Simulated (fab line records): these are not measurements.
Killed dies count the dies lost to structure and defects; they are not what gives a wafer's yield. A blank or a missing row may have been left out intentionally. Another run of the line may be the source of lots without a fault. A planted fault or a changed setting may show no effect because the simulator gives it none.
Which of the tools did it? || flow n5 finfet || 8 lots with 24 wafers sampled at 7 steps, on a route of 1938 steps

## WHAT THE GAUGES READ, wafer by wafer
N5_SD_EPI_N_EPI_MEAS_23. Usual: thk nm 59.2 nm, standard deviation 1.3.
{"lot": "L204", "measured": "day 5 12:34", "on": "film metro-02", "thk nm (nm)": "56.6 57.6 60.2", "flag": ""}
{"lot": "L203", "measured": "day 5 14:44", "on": "film metro-01", "thk nm (nm)": "58.5 61.2 60.0", "flag": ""}
{"lot": "L207", "measured": "day 6 10:03", "on": "film metro-02", "thk nm (nm)": "58.0 58.1 58.9", "flag": ""}
{"lot": "L211", "measured": "day 7 09:32", "on": "film metro-02", "thk nm (nm)": "53.5 51.6 52.0", "flag": "OFF"}
{"lot": "L213", "measured": "day 7 17:15", "on": "film metro-02", "thk nm (nm)": "54.6 51.9 51.7", "flag": "OFF"}
{"lot": "L215", "measured": "day 8 05:43", "on": "film metro-02", "thk nm (nm)": "60.7 63.3 60.9", "flag": ""}
{"lot": "L216", "measured": "day 8 11:14", "on": "film metro-02", "thk nm (nm)": "58.0 58.5 60.6", "flag": ""}
{"lot": "L218", "measured": "day 9 00:18", "on": "film metro-01", "thk nm (nm)": "58.8 59.0 59.7", "flag": ""}

N5_SD_ACTIVATION_RS_MEAS_03: uses a four-point probe to measure. Usual: RS_SD_N 21.9 ohm/sq, standard deviation 0.34; RS_SD_P 56.1 ohm/sq, standard deviation 0.71.
{"lot": "L204", "measured": "day 5 18:38", "on": "film metro-02", "RS_SD_N (ohm/sq)": "22.0 22.2 22.0", "RS_SD_P (ohm/sq)": "56.4 56.7 56.5", "flag": ""}
{"lot": "L203", "measured": "day 5 20:40", "on": "film metro-02", "RS_SD_N (ohm/sq)": "22.1 21.8 21.9", "RS_SD_P (ohm/sq)": "55.4 55.4 55.5", "flag": ""}
{"lot": "L207", "measured": "day 6 15:23", "on": "film metro-02", "RS_SD_N (ohm/sq)": "21.9 22.2 22.2", "RS_SD_P (ohm/sq)": "56.0 56.0 55.8", "flag": ""}
{"lot": "L211", "measured": "day 7 16:04", "on": "film metro-01", "RS_SD_N (ohm/sq)": "24.7 25.1 24.9", "RS_SD_P (ohm/sq)": "57.1 56.9 56.1", "flag": "OFF"}
{"lot": "L213", "measured": "day 7 22:47", "on": "film metro-02", "RS_SD_N (ohm/sq)": "23.8 24.5 24.2", "RS_SD_P (ohm/sq)": "58.0 56.7 56.7", "flag": "OFF"}
{"lot": "L215", "measured": "day 8 11:02", "on": "film metro-01", "RS_SD_N (ohm/sq)": "21.5 21.2 21.0", "RS_SD_P (ohm/sq)": "55.6 56.4 56.4", "flag": ""}
{"lot": "L216", "measured": "day 8 16:28", "on": "film metro-01", "RS_SD_N (ohm/sq)": "21.9 21.8 21.6", "RS_SD_P (ohm/sq)": "56.6 57.2 56.9", "flag": ""}
{"lot": "L218", "measured": "day 9 05:26", "on": "film metro-02", "RS_SD_N (ohm/sq)": "21.7 22.0 21.8", "RS_SD_P (ohm/sq)": "55.7 56.2 56.1", "flag": ""}

N5_BEOL_M4_RC_MEAS_101. Usual: DIBL_N 37.2 mV/V, standard deviation 1.8; DIBL_P 37.5 mV/V, standard deviation 2.5; IOFF_N 0.17 nA/um, standard deviation 0.038; IOFF_P 0.24 nA/um, standard deviation 0.046; ION_N 681 uA/um, standard deviation 13; ION_P 469 uA/um, standard deviation 8.5; RS_SD_N 28.3 ohm/sq, standard deviation 0.4; SS_N 71.7 mV/dec, standard deviation 0.6; SS_P 73.6 mV/dec, standard deviation 0.69; VT_N 249 mV, standard deviation 3.4; VT_P -248 mV, standard deviation 3.6.
{"lot": "L204", "measured": "day 10 15:47", "on": "prober-01", "DIBL_N (mV/V)": "36.1 38.9 36.3", "DIBL_P (mV/V)": "39.2 41.4 38.1", "IOFF_N (nA/um)": "0.18 0.24 0.17", "IOFF_P (nA/um)": "0.24 0.29 0.22", "ION_N (uA/um)": "684 694 670", "ION_P (uA/um)": "465 478 459", "RS_SD_N (ohm/sq)": "28.6 28.7 28.6", "SS_N (mV/dec)": "72.3 72.1 72.2", "SS_P (mV/dec)": "74.3 75.1 73.6", "VT_N (mV)": "249 244 253", "VT_P (mV)": "-248 -245 -251", "flag": ""}
{"lot": "L203", "measured": "day 9 19:54", "on": "prober-02", "DIBL_N (mV/V)": "37.2 35.4 34.3", "DIBL_P (mV/V)": "37.6 34.7 33.6", "IOFF_N (nA/um)": "0.18 0.14 0.12", "IOFF_P (nA/um)": "0.25 0.20 0.18", "ION_N (uA/um)": "678 667 666", "ION_P (uA/um)": "470 464 461", "RS_SD_N (ohm/sq)": "28.5 27.8 28.2", "SS_N (mV/dec)": "72.1 71.1 70.8", "SS_P (mV/dec)": "73.8 73.0 72.5", "VT_N (mV)": "247 252 252", "VT_P (mV)": "-246 -251 -249", "flag": ""}
{"lot": "L207", "measured": "day 10 22:28", "on": "prober-02", "DIBL_N (mV/V)": "39.4 38.4 37.4", "DIBL_P (mV/V)": "40.3 38.3 37.8", "IOFF_N (nA/um)": "0.22 0.18 0.16", "IOFF_P (nA/um)": "0.27 0.24 0.22", "ION_N (uA/um)": "695 674 673", "ION_P (uA/um)": "469 462 463", "RS_SD_N (ohm/sq)": "28.5 28.7 28.3", "SS_N (mV/dec)": "72.3 72.2 71.8", "SS_P (mV/dec)": "74.3 73.6 73.6", "VT_N (mV)": "248 249 251", "VT_P (mV)": "-247 -249 -248", "flag": ""}
{"lot": "L211", "measured": "day 11 23:56", "on": "prober-01", "DIBL_N (mV/V)": "39.9 39.5 39.1", "DIBL_P (mV/V)": "38.1 38.2 37.7", "IOFF_N (nA/um)": "0.22 0.20 0.21", "IOFF_P (nA/um)": "0.28 0.29 0.29", "ION_N (uA/um)": "683 671 684", "ION_P (uA/um)": "468 469 474", "RS_SD_N (ohm/sq)": "31.9 32.4 31.9", "SS_N (mV/dec)": "72.4 71.8 71.3", "SS_P (mV/dec)": "74.5 74.0 74.2", "VT_N (mV)": "248 248 247", "VT_P (mV)": "-244 -242 -243", "flag": "OFF"}
{"lot": "L213", "measured": "day 12 23:43", "on": "prober-02", "DIBL_N (mV/V)": "35.7 36.0 39.9", "DIBL_P (mV/V)": "36.0 36.7 41.4", "IOFF_N (nA/um)": "0.13 0.14 0.22", "IOFF_P (nA/um)": "0.16 0.18 0.26", "ION_N (uA/um)": "663 667 685", "ION_P (uA/um)": "450 457 468", "RS_SD_N (ohm/sq)": "31.4 31.9 31.7", "SS_N (mV/dec)": "71.8 71.1 71.7", "SS_P (mV/dec)": "72.4 73.8 74.1", "VT_N (mV)": "251 253 245", "VT_P (mV)": "-257 -254 -249", "flag": "OFF"}
{"lot": "L215", "measured": "day 13 03:20", "on": "prober-01", "DIBL_N (mV/V)": "36.4 36.6 33.9", "DIBL_P (mV/V)": "38.0 38.8 35.6", "IOFF_N (nA/um)": "0.17 0.17 0.13", "IOFF_P (nA/um)": "0.22 0.24 0.19", "ION_N (uA/um)": "691 678 674", "ION_P (uA/um)": "475 468 468", "RS_SD_N (ohm/sq)": "27.8 27.7 27.2", "SS_N (mV/dec)": "71.8 71.1 70.4", "SS_P (mV/dec)": "73.3 73.9 72.5", "VT_N (mV)": "250 249 254", "VT_P (mV)": "-250 -247 -249", "flag": ""}
{"lot": "L216", "measured": "day 13 03:29", "on": "prober-02", "DIBL_N (mV/V)": "35.3 37.5 37.3", "DIBL_P (mV/V)": "35.2 38.9 38.8", "IOFF_N (nA/um)": "0.15 0.19 0.19", "IOFF_P (nA/um)": "0.19 0.25 0.25", "ION_N (uA/um)": "680 699 686", "ION_P (uA/um)": "467 480 471", "RS_SD_N (ohm/sq)": "28.7 28.0 27.9", "SS_N (mV/dec)": "71.8 72.2 71.8", "SS_P (mV/dec)": "73.1 73.8 73.8", "VT_N (mV)": "246 246 246", "VT_P (mV)": "-249 -248 -247", "flag": ""}
{"lot": "L218", "measured": "day 13 10:23", "on": "prober-02", "DIBL_N (mV/V)": "36.8 37.9 37.2", "DIBL_P (mV/V)": "36.5 38.9 37.1", "IOFF_N (nA/um)": "0.16 0.18 0.15", "IOFF_P (nA/um)": "0.23 0.25 0.23", "ION_N (uA/um)": "674 683 671", "ION_P (uA/um)": "467 465 462", "RS_SD_N (ohm/sq)": "28.2 28.3 28.3", "SS_N (mV/dec)": "72.0 71.8 72.8", "SS_P (mV/dec)": "72.8 73.7 73.4", "VT_N (mV)": "250 247 253", "VT_P (mV)": "-247 -248 -248", "flag": ""}

## WHICH TOOL RAN EACH LOT (tool, then ch and the chambers of the sampled wafers, then the start)
{"lot": "L204", "N5_SPACER0_ALD_07": "ald sin-01 ch 0,1,2, day 5 07:11", "N5_SD_EPI_N_ETCH_34": "rie diel-01 ch 0,3, day 5 08:28", "N5_SD_EPI_N_ETCHBACK_44": "rie diel-01 ch 0,3, day 5 08:51", "N5_SD_EPI_N_EPI_21": "epi rpcvd-01 ch 0, day 5 11:02"}
{"lot": "L203", "N5_SPACER0_ALD_07": "ald sin-03 ch 0,1,3, day 5 09:41", "N5_SD_EPI_N_ETCH_34": "rie diel-06 ch 0,1,2, day 5 10:38", "N5_SD_EPI_N_ETCHBACK_44": "rie diel-06 ch 0,1,2, day 5 11:01", "N5_SD_EPI_N_EPI_21": "epi rpcvd-03 ch 0, day 5 12:50"}
{"lot": "L207", "N5_SPACER0_ALD_07": "ald sin-01 ch 0,1, day 6 04:52", "N5_SD_EPI_N_ETCH_34": "rie diel-03 ch 2,3, day 6 05:57", "N5_SD_EPI_N_ETCHBACK_44": "rie diel-03 ch 2,3, day 6 06:20", "N5_SD_EPI_N_EPI_21": "epi rpcvd-03 ch 0, day 6 08:08"}
{"lot": "L211", "N5_SPACER0_ALD_07": "ald sin-01 ch 1,2, day 7 03:50", "N5_SD_EPI_N_ETCH_34": "rie diel-01 ch 1,2,3, day 7 05:26", "N5_SD_EPI_N_ETCHBACK_44": "rie diel-01 ch 1,2,3, day 7 05:49", "N5_SD_EPI_N_EPI_21": "epi rpcvd-03 ch 0, day 7 08:00"}
{"lot": "L213", "N5_SPACER0_ALD_07": "ald sin-03 ch 0,1,2, day 7 12:03", "N5_SD_EPI_N_ETCH_34": "rie diel-01 ch 0,1,2, day 7 13:08", "N5_SD_EPI_N_ETCHBACK_44": "rie diel-01 ch 0,1,2, day 7 13:31", "N5_SD_EPI_N_EPI_21": "epi rpcvd-03 ch 0, day 7 14:58"}
{"lot": "L215", "N5_SPACER0_ALD_07": "ald sin-03 ch 1,2,3, day 8 01:16", "N5_SD_EPI_N_ETCH_34": "rie diel-06 ch 2,3, day 8 02:21", "N5_SD_EPI_N_ETCHBACK_44": "rie diel-06 ch 2,3, day 8 02:44", "N5_SD_EPI_N_EPI_21": "epi rpcvd-02 ch 0, day 8 04:16"}
{"lot": "L216", "N5_SPACER0_ALD_07": "ald sin-01 ch 0,1,3, day 8 06:44", "N5_SD_EPI_N_ETCH_34": "rie diel-01 ch 1,2,3, day 8 07:53", "N5_SD_EPI_N_ETCHBACK_44": "rie diel-01 ch 1,2,3, day 8 08:16", "N5_SD_EPI_N_EPI_21": "epi rpcvd-02 ch 0, day 8 09:31"}
{"lot": "L218", "N5_SPACER0_ALD_07": "ald sin-03 ch 0,1,2, day 8 19:51", "N5_SD_EPI_N_ETCH_34": "rie diel-06 ch 0,2,3, day 8 20:56", "N5_SD_EPI_N_ETCHBACK_44": "rie diel-06 ch 0,2,3, day 8 21:19", "N5_SD_EPI_N_EPI_21": "epi rpcvd-01 ch 0, day 8 22:35"}
- N5_SPACER0_ALD_07: deposits SiNx, target thk 2 nm.
- N5_SD_EPI_N_ETCH_34: etches SiARC in CF4, target depth 45.5 nm, time 75.8 s.
- N5_SD_EPI_N_ETCHBACK_44: etches SiNx in CH3F/O2, stops on SiO2, target depth 14.5 nm.
- N5_SD_EPI_N_EPI_21: deposits Si:P, time 690 s.

## AS READ BY THE TOOLS THEMSELVES (means over the sampled wafers that have a number; for cases with no such wafer, the mark the record gives instead)
N5_SPACER0_ALD_07. Usual: heater power w 830 W, standard deviation 74; susceptor temp C 400.01 C, standard deviation 0.24.
{"lot": "L204", "tool": "ald sin-01", "heater power w (W)": 828, "susceptor temp C (C)": 399.99, "flag": ""}
{"lot": "L203", "tool": "ald sin-03", "heater power w (W)": 918, "susceptor temp C (C)": 400.22, "flag": ""}
{"lot": "L207", "tool": "ald sin-01", "heater power w (W)": 827, "susceptor temp C (C)": 400.04, "flag": ""}
{"lot": "L211", "tool": "ald sin-01", "heater power w (W)": 848, "susceptor temp C (C)": 399.93, "flag": ""}
{"lot": "L213", "tool": "ald sin-03", "heater power w (W)": 833, "susceptor temp C (C)": 399.92, "flag": ""}
{"lot": "L215", "tool": "ald sin-03", "heater power w (W)": 862, "susceptor temp C (C)": 399.83, "flag": ""}
{"lot": "L216", "tool": "ald sin-01", "heater power w (W)": 828, "susceptor temp C (C)": 399.89, "flag": ""}
{"lot": "L218", "tool": "ald sin-03", "heater power w (W)": 834, "susceptor temp C (C)": 400.01, "flag": ""}

N5_SD_EPI_N_ETCH_34. Usual: drypump motor current A 5.8 A, standard deviation 0.53; etch rf on time s 75.4 s, standard deviation 1.4; oes product au 0.74 a.u., standard deviation 0.057; rf vpp V 184.4 V, standard deviation 1.1; showerhead plenum p Torr 2.18 Torr, standard deviation 0.074; throttle valve pct 15.58 %, standard deviation 0.21.
{"lot": "L204", "tool": "rie diel-01", "drypump motor current A (A)": 5.5, "etch rf on time s (s)": 76.4, "oes product au (a.u.)": 0.72, "rf vpp V (V)": 184.1, "showerhead plenum p Torr (Torr)": 2.18, "throttle valve pct (%)": 15.61, "flag": ""}
{"lot": "L203", "tool": "rie diel-06", "drypump motor current A (A)": 5.7, "etch rf on time s (s)": 75.0, "oes product au (a.u.)": 0.73, "rf vpp V (V)": 184.9, "showerhead plenum p Torr (Torr)": 2.17, "throttle valve pct (%)": 15.48, "flag": ""}
{"lot": "L207", "tool": "rie diel-03", "drypump motor current A (A)": 5.6, "etch rf on time s (s)": 75.7, "oes product au (a.u.)": 0.70, "rf vpp V (V)": 184.7, "showerhead plenum p Torr (Torr)": 2.14, "throttle valve pct (%)": 15.63, "flag": ""}
{"lot": "L211", "tool": "rie diel-01", "drypump motor current A (A)": 5.9, "etch rf on time s (s)": 76.4, "oes product au (a.u.)": 0.73, "rf vpp V (V)": 184.3, "showerhead plenum p Torr (Torr)": 2.15, "throttle valve pct (%)": 15.77, "flag": ""}
{"lot": "L213", "tool": "rie diel-01", "drypump motor current A (A)": 5.8, "etch rf on time s (s)": 75.7, "oes product au (a.u.)": 0.74, "rf vpp V (V)": 185.0, "showerhead plenum p Torr (Torr)": 2.15, "throttle valve pct (%)": 15.64, "flag": ""}
{"lot": "L215", "tool": "rie diel-06", "drypump motor current A (A)": 5.7, "etch rf on time s (s)": 75.3, "oes product au (a.u.)": 0.67, "rf vpp V (V)": 183.4, "showerhead plenum p Torr (Torr)": 2.11, "throttle valve pct (%)": 15.67, "flag": ""}
{"lot": "L216", "tool": "rie diel-01", "drypump motor current A (A)": 5.9, "etch rf on time s (s)": 76.5, "oes product au (a.u.)": 0.72, "rf vpp V (V)": 183.9, "showerhead plenum p Torr (Torr)": 2.14, "throttle valve pct (%)": 15.79, "flag": ""}
{"lot": "L218", "tool": "rie diel-06", "drypump motor current A (A)": 6.1, "etch rf on time s (s)": 74.9, "oes product au (a.u.)": 0.70, "rf vpp V (V)": 184.4, "showerhead plenum p Torr (Torr)": 2.19, "throttle valve pct (%)": 15.50, "flag": ""}

N5_SD_EPI_N_ETCHBACK_44. Usual: drypump motor current A 5.8 A, standard deviation 0.53; oes product au 0.73 a.u., standard deviation 0.053; rf vpp V 299 V, standard deviation 5.1; showerhead plenum p Torr 2.03 Torr, standard deviation 0.069; throttle valve pct 16.34 %, standard deviation 0.24.
{"lot": "L204", "tool": "rie diel-01", "drypump motor current A (A)": 5.4, "oes product au (a.u.)": 0.73, "rf vpp V (V)": 302, "showerhead plenum p Torr (Torr)": 2.03, "throttle valve pct (%)": 16.34, "flag": ""}
{"lot": "L203", "tool": "rie diel-06", "drypump motor current A (A)": 5.7, "oes product au (a.u.)": 0.73, "rf vpp V (V)": 295, "showerhead plenum p Torr (Torr)": 2.03, "throttle valve pct (%)": 16.19, "flag": ""}
{"lot": "L207", "tool": "rie diel-03", "drypump motor current A (A)": 5.6, "oes product au (a.u.)": 0.69, "rf vpp V (V)": 303, "showerhead plenum p Torr (Torr)": 2.00, "throttle valve pct (%)": 16.43, "flag": ""}
{"lot": "L211", "tool": "rie diel-01", "drypump motor current A (A)": 6.0, "oes product au (a.u.)": 0.74, "rf vpp V (V)": 300, "showerhead plenum p Torr (Torr)": 2.01, "throttle valve pct (%)": 16.52, "flag": ""}
{"lot": "L213", "tool": "rie diel-01", "drypump motor current A (A)": 5.8, "oes product au (a.u.)": 0.74, "rf vpp V (V)": 300, "showerhead plenum p Torr (Torr)": 2.01, "throttle valve pct (%)": 16.39, "flag": ""}
{"lot": "L215", "tool": "rie diel-06", "drypump motor current A (A)": 5.7, "oes product au (a.u.)": 0.67, "rf vpp V (V)": 296, "showerhead plenum p Torr (Torr)": 1.97, "throttle valve pct (%)": 16.40, "flag": ""}
{"lot": "L216", "tool": "rie diel-01", "drypump motor current A (A)": 5.9, "oes product au (a.u.)": 0.73, "rf vpp V (V)": 299, "showerhead plenum p Torr (Torr)": 2.00, "throttle valve pct (%)": 16.55, "flag": ""}
{"lot": "L218", "tool": "rie diel-06", "drypump motor current A (A)": 6.1, "oes product au (a.u.)": 0.70, "rf vpp V (V)": 295, "showerhead plenum p Torr (Torr)": 2.04, "throttle valve pct (%)": 16.22, "flag": ""}

N5_SD_EPI_N_EPI_21. Usual: susceptor temp C 680.0 C, standard deviation 0.31.
{"lot": "L204", "tool": "epi rpcvd-01", "susceptor temp C (C)": 680.1, "flag": ""}
{"lot": "L203", "tool": "epi rpcvd-03", "susceptor temp C (C)": 680.3, "flag": ""}
{"lot": "L207", "tool": "epi rpcvd-03", "susceptor temp C (C)": 680.2, "flag": ""}
{"lot": "L211", "tool": "epi rpcvd-03", "susceptor temp C (C)": "-", "flag": "OFF"}
{"lot": "L213", "tool": "epi rpcvd-03", "susceptor temp C (C)": "-", "flag": "OFF"}
{"lot": "L215", "tool": "epi rpcvd-02", "susceptor temp C (C)": 679.5, "flag": ""}
{"lot": "L216", "tool": "epi rpcvd-02", "susceptor temp C (C)": 680.0, "flag": ""}
{"lot": "L218", "tool": "epi rpcvd-01", "susceptor temp C (C)": 680.3, "flag": ""}

## THE ANSWER, worked out from the rows above alone
Rule: lot off if the mean of its wafers having a number is beyond 3 standard deviations from the usual mean. A lot without any number at a reading at which 4 lots or more have one is off too. The other lots that the step has rows for count as sound. Order of review: gauges by route order, followed by the tools' own readings, for which a lot's mean as printed above is used. The first step at which some lot is off is used, and at that step the reading that is off furthest; a lot without a number counts as furthest.
Off: L211, L213 (N5_SD_EPI_N_EPI_MEAS_23, thk nm).
If a tool, at a process step before that reading, ran all the lots that are off and no sound lot after the first of them, it fits. The gauges at N5_SD_EPI_N_EPI_MEAS_23 aren't tried: what is off there is off at N5_BEOL_M4_RC_MEAS_101 too, on other tools, and a gauge's error can't cause that. One fits: epi rpcvd-03 at N5_SD_EPI_N_EPI_21. A fault onset in the window from L207 (day 6 08:08, its last sound lot) to L211 (day 7 08:00, its first lot off) fits.
Blank at N5_SD_EPI_N_EPI_21 on the lots that are off, where sound lots have numbers: susceptor temp C.

## WHAT THE SIMULATOR PUT IN
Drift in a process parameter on epi rpcvd-03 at N5_SD_EPI_N_EPI_21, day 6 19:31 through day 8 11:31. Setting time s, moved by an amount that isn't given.
Struck lots among those shown: L211, L213. The rule above reached the same finding.
